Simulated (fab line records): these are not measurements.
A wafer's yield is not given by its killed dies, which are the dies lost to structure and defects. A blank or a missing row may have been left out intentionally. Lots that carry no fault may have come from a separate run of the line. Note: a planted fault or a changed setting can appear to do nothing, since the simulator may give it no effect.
Which tool was responsible? + flow n5 finfet + 11 lots with 33 wafers sampled at 5 steps, on a route of 1938 steps

WHAT EACH GAUGE READ, for each wafer
N5_SD_EPI_N_INSPECT_11: inspects for defects (macro).
| lot  | measured    | on                | raw defect count |
|------|-------------|-------------------|------------------|
| L468 | day 3 00:17 | defect inspect-02 | 0 3 2            |
| L475 | day 4 19:19 | defect inspect-01 | 4 1 3            |
| L476 | day 5 03:11 | defect inspect-01 | 1 2 5            |
| L477 | day 5 05:34 | defect inspect-01 | 2 2 3            |
| L478 | day 5 11:52 | defect inspect-02 | 3 3 5            |
| L479 | day 5 18:20 | defect inspect-02 | 1 0 0            |
| L480 | day 6 02:26 | defect inspect-02 | 7 3 2            |
| L481 | day 6 07:48 | defect inspect-01 | 2 1 4            |
| L483 | day 6 19:29 | defect inspect-01 | 2 2 4            |
| L489 | day 8 05:12 | defect inspect-01 | 1 1 0            |
| L490 | day 8 17:07 | defect inspect-02 | 4 2 1            |

N5_BEOL_M4_RC_MEAS_101.
| lot  | measured     | on        | DIBL_N (mV/V)  | DIBL_P (mV/V)  | IOFF_N (nA/um) | IOFF_P (nA/um) | ION_N (uA/um) | ION_P (uA/um) | SS_N (mV/dec)  | SS_P (mV/dec)  | VT_N (mV)   | VT_P (mV)      |
|------|--------------|-----------|----------------|----------------|----------------|----------------|---------------|---------------|----------------|----------------|-------------|----------------|
| L468 | day 8 22:50  | prober-01 | 38.0 36.5 37.5 | 39.7 37.5 39.1 | 0.19 0.16 0.18 | 0.24 0.20 0.23 | 682 676 678   | 462 460 458   | 72.3 71.0 71.5 | 73.6 73.5 74.0 | 247 250 248 | -250 -252 -251 |
| L475 | day 10 08:27 | prober-02 | 36.2 33.3 37.4 | 37.7 33.2 38.6 | 0.16 0.12 0.18 | 0.22 0.17 0.25 | 675 663 677   | 471 460 468   | 71.6 71.1 72.3 | 73.5 72.6 73.3 | 249 254 248 | -246 -251 -248 |
| L476 | day 10 17:46 | prober-02 | 41.1 38.2 37.5 | 41.2 38.3 37.9 | 0.24 0.18 0.17 | 0.27 0.20 0.21 | 692 672 670   | 467 456 451   | 72.5 72.0 71.7 | 73.7 73.1 73.3 | 244 248 247 | -251 -255 -251 |
| L477 | day 10 21:43 | prober-01 | 35.9 35.4 37.8 | 35.9 35.4 37.7 | 0.17 0.15 0.20 | 0.25 0.24 0.29 | 683 667 672   | 479 470 474   | 71.0 72.1 71.9 | 72.7 72.2 73.1 | 246 250 245 | -243 -244 -243 |
| L478 | day 10 23:26 | prober-01 | 36.1 34.9 35.9 | 37.0 35.6 35.9 | 0.14 0.12 0.13 | 0.20 0.18 0.19 | 658 649 659   | 454 449 455   | 70.6 71.2 71.2 | 73.7 73.3 73.3 | 254 256 251 | -250 -251 -254 |
| L479 | day 10 21:02 | prober-02 | 37.4 36.3 37.2 | 38.1 37.3 36.4 | 0.18 0.16 0.16 | 0.23 0.23 0.21 | 675 687 689   | 459 471 470   | 71.5 71.8 71.9 | 74.1 73.4 73.1 | 248 249 248 | -251 -250 -250 |
| L480 | day 11 22:43 | prober-01 | 36.3 31.7 38.1 | 38.6 31.5 40.0 | 0.17 0.10 0.20 | 0.25 0.15 0.28 | 680 651 668   | 468 457 464   | 71.7 69.3 72.6 | 74.3 72.0 74.5 | 246 256 248 | -247 -250 -248 |
| L481 | day 12 07:16 | prober-01 | 34.9 35.1 34.5 | 37.2 36.2 36.0 | 0.14 0.13 0.13 | 0.22 0.19 0.19 | 669 664 674   | 465 460 463   | 70.8 71.2 71.3 | 73.9 74.0 73.4 | 252 255 250 | -251 -253 -253 |
| L483 | day 12 05:52 | prober-02 | 38.3 36.7 38.1 | 41.0 38.9 40.2 | 0.20 0.19 0.22 | 0.29 0.27 0.29 | 686 693 693   | 484 477 479   | 72.5 71.0 71.9 | 74.2 73.6 73.2 | 246 246 241 | -244 -244 -246 |
| L489 | day 13 14:30 | prober-02 | 38.1 39.6 37.0 | 36.4 38.4 35.7 | 0.17 0.20 0.15 | 0.25 0.29 0.23 | 687 671 683   | 471 462 470   | 71.4 72.5 70.7 | 73.9 73.2 73.3 | 247 250 249 | -248 -247 -248 |
| L490 | day 14 18:44 | prober-02 | 37.6 36.9 36.6 | 38.4 37.5 37.7 | 0.18 0.16 0.16 | 0.24 0.22 0.23 | 684 671 676   | 467 460 469   | 72.0 71.8 71.8 | 72.7 73.1 73.9 | 248 249 249 | -250 -254 -251 |

WHAT TOOL EACH LOT RAN ON (gives the tool, then ch and the chambers of the sampled wafers, and finally the start)
| lot  | N5_SPACER0_ALD_08                | N5_SD_EPI_N_LINER_46             | N5_SD_EPI_P_COAT_34              |
|------|----------------------------------|----------------------------------|----------------------------------|
| L468 | ald sin-03 ch 0,1,3, day 2 23:49 | ald sin-02 ch 0,1,3, day 3 04:24 | litho track-03 ch 0, day 3 04:41 |
| L475 | ald sin-04 ch 1,3, day 4 18:42   | ald sin-04 ch 0,2,3, day 4 23:36 | litho track-04 ch 0, day 4 23:53 |
| L476 | ald sin-03 ch 0,1,2, day 4 23:50 | ald sin-04 ch 0,2,3, day 5 08:13 | litho track-04 ch 0, day 5 08:30 |
| L477 | ald sin-03 ch 0,1,2, day 5 04:58 | ald sin-01 ch 2,3, day 5 09:19   | litho track-04 ch 0, day 5 09:36 |
| L478 | ald sin-04 ch 1,2,3, day 5 11:14 | ald sin-02 ch 1,2,3, day 5 15:55 | litho track-03 ch 0, day 5 16:12 |
| L479 | ald sin-04 ch 1,3, day 5 17:43   | ald sin-01 ch 0,1,2, day 5 22:23 | litho track-04 ch 0, day 5 22:40 |
| L480 | ald sin-01 ch 0,2,3, day 6 01:49 | ald sin-02 ch 0,3, day 6 06:27   | litho track-04 ch 0, day 6 06:44 |
| L481 | ald sin-01 ch 0,1, day 6 07:11   | ald sin-04 ch 1,2, day 6 11:43   | litho track-03 ch 0, day 6 12:00 |
| L483 | ald sin-03 ch 0,1,2, day 6 18:59 | ald sin-02 ch 0,1,2, day 6 23:26 | litho track-03 ch 0, day 6 23:43 |
| L489 | ald sin-04 ch 0,1,3, day 8 04:35 | ald sin-04 ch 1,2,3, day 8 09:22 | litho track-03 ch 0, day 8 09:39 |
| L490 | ald sin-04 ch 0,2, day 8 16:31   | ald sin-02 ch 0,1,2, day 8 20:55 | litho track-04 ch 0, day 8 21:12 |
- N5_SPACER0_ALD_08: deposits SiNx, target thk 2 nm.
- N5_SD_EPI_N_LINER_46: material SiNx, target thk 3 nm.
- N5_SD_EPI_P_COAT_34: time 60 s, resist thk 350 nm.

AS READ BY THE TOOLS THEMSELVES (means over the sampled wafers that have a number; for cases with no such wafer, the mark the record gives instead)
N5_SPACER0_ALD_08.
| lot  | tool       | heater power w (W) | susceptor temp C (C) |
|------|------------|--------------------|----------------------|
| L468 | ald sin-03 | 791                | 399.77               |
| L475 | ald sin-04 | 824                | 399.86               |
| L476 | ald sin-03 | 804                | 400.00               |
| L477 | ald sin-03 | 797                | 399.93               |
| L478 | ald sin-04 | 867                | 400.09               |
| L479 | ald sin-04 | 819                | 399.86               |
| L480 | ald sin-01 | 843                | 400.03               |
| L481 | ald sin-01 | 908                | 400.02               |
| L483 | ald sin-03 | 806                | 400.02               |
| L489 | ald sin-04 | 859                | 399.84               |
| L490 | ald sin-04 | 927                | 400.09               |

N5_SD_EPI_N_LINER_46.
| lot  | tool       | heater power w (W) | susceptor temp C (C) |
|------|------------|--------------------|----------------------|
| L468 | ald sin-02 | 866                | 399.93               |
| L475 | ald sin-04 | 892                | 400.11               |
| L476 | ald sin-04 | 894                | 399.88               |
| L477 | ald sin-01 | 813                | 400.00               |
| L478 | ald sin-02 | 871                | 400.04               |
| L479 | ald sin-01 | 889                | 400.18               |
| L480 | ald sin-02 | 912                | 400.30               |
| L481 | ald sin-04 | 895                | 399.82               |
| L483 | ald sin-02 | 915                | 399.91               |
| L489 | ald sin-04 | 861                | 399.73               |
| L490 | ald sin-02 | 916                | 400.01               |

N5_SD_EPI_P_COAT_34.
| lot  | tool           | spin speed rpm (rpm) |
|------|----------------|----------------------|
| L468 | litho track-03 | 1499.5               |
| L475 | litho track-04 | 1500.0               |
| L476 | litho track-04 | 1499.7               |
| L477 | litho track-04 | 1534.5               |
| L478 | litho track-03 | 1500.1               |
| L479 | litho track-04 | 1533.9               |
| L480 | litho track-04 | 1534.3               |
| L481 | litho track-03 | 1499.8               |
| L483 | litho track-03 | 1499.5               |
| L489 | litho track-03 | 1500.5               |
| L490 | litho track-04 | 1498.2               |

THE ANSWER, worked out from the rows above alone
Rule: usual is defined by the lots themselves. Put in order of their means at a reading, lots are off if they are a third of the lots or fewer, leave a main group of 4 or more, and stand apart from it by a gap of 3 or more times the standard deviation of the main group's means; of several such gaps the widest counts. The tables above print the reading to a certain number of digits; a main group whose means all agree to those digits is not used. A lot without any number at a reading at which 4 lots or more have one is off too. All remaining lots with rows at the step are treated as sound. Order of review: gauges by route order, followed by the tools' own readings, for which a lot's mean as printed above is used. At the first step where some lot is off, the reading lying furthest off is the one used; lots without a number count as furthest.
Off at N5_SD_EPI_P_COAT_34 (spin speed rpm): L477, L479, L480. Main group: mean 1499.7 rpm, sd 0.63.
A tool fits if, at that step or a process step before it, it ran every lot that is off, and no sound lot after the first of them. None of those tried fits.

WHAT WAS PUT IN BY THE SIMULATOR
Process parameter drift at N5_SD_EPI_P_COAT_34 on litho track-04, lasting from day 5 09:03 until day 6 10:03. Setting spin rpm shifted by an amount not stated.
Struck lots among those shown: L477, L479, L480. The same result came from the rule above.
